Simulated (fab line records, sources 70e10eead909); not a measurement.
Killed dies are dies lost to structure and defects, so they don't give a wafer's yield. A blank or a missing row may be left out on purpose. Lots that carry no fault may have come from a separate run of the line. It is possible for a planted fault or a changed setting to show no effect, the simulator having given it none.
Chamber matching	flow nand_harc	NHARC_A_STAIRCASE_DESCUM_186 on rie_diel-13: 4 sister chambers
The step chemistry O2, time 3 s. 8 wafers are shown with their chamber, then 10 later ones without.

## WAFERS, EACH WITH ITS CHAMBER
wafer	chamber	drypump_motor_current_A (A)	showerhead_plenum_p_Torr (Torr)
L080.6	1	6.2	1.83
L080.1	0	4.7	1.98
L080.2	3	5.9	1.88
L084.1	3	5.8	1.87
L084.2	2	5.7	1.77
L084.6	1	6.2	1.82
L085.1	2	5.7	1.77
L085.2	0	4.7	1.98

## WAFERS MISSING THEIR CHAMBER
wafer	drypump_motor_current_A (A)	showerhead_plenum_p_Torr (Torr)
L085.6	5.7	1.77
L087.3	5.9	1.87
L087.4	6.2	1.82
L087.5	4.7	1.97
L094.4	5.7	2.07
L094.5	5.9	1.87
L094.6	5.7	2.07
L096.4	6.2	1.81
L096.5	4.7	1.96
L096.6	6.2	1.81

## CHAMBER TAKEN BY EACH
wafer	from the rows above	in truth
L085.6	2	2
L087.3	3	3
L087.4	1	1
L087.5	0	0
L094.4	0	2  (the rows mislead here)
L094.5	3	3
L094.6	0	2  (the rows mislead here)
L096.4	1	1
L096.5	0	0
L096.6	1	1
8 of 10 placed correctly. Left unplaced by these rows: 0. 2 placed wrongly.
How it was worked out, from the rows above alone: a wafer's distance from a chamber is the root of the sum, over the readings, of the square of ((its reading less the chamber's mean) divided by the reading's scatter). If the next closest chamber is less than 2 further off than the closest, the wafer can't be placed; otherwise it belongs to the closest. The mean given for a chamber averages the wafers shown for that chamber. How the scatter is found: for the shown wafers, subtract from each reading the mean of its chamber, square and add these, divide the total by (wafers less chambers), then take the root.
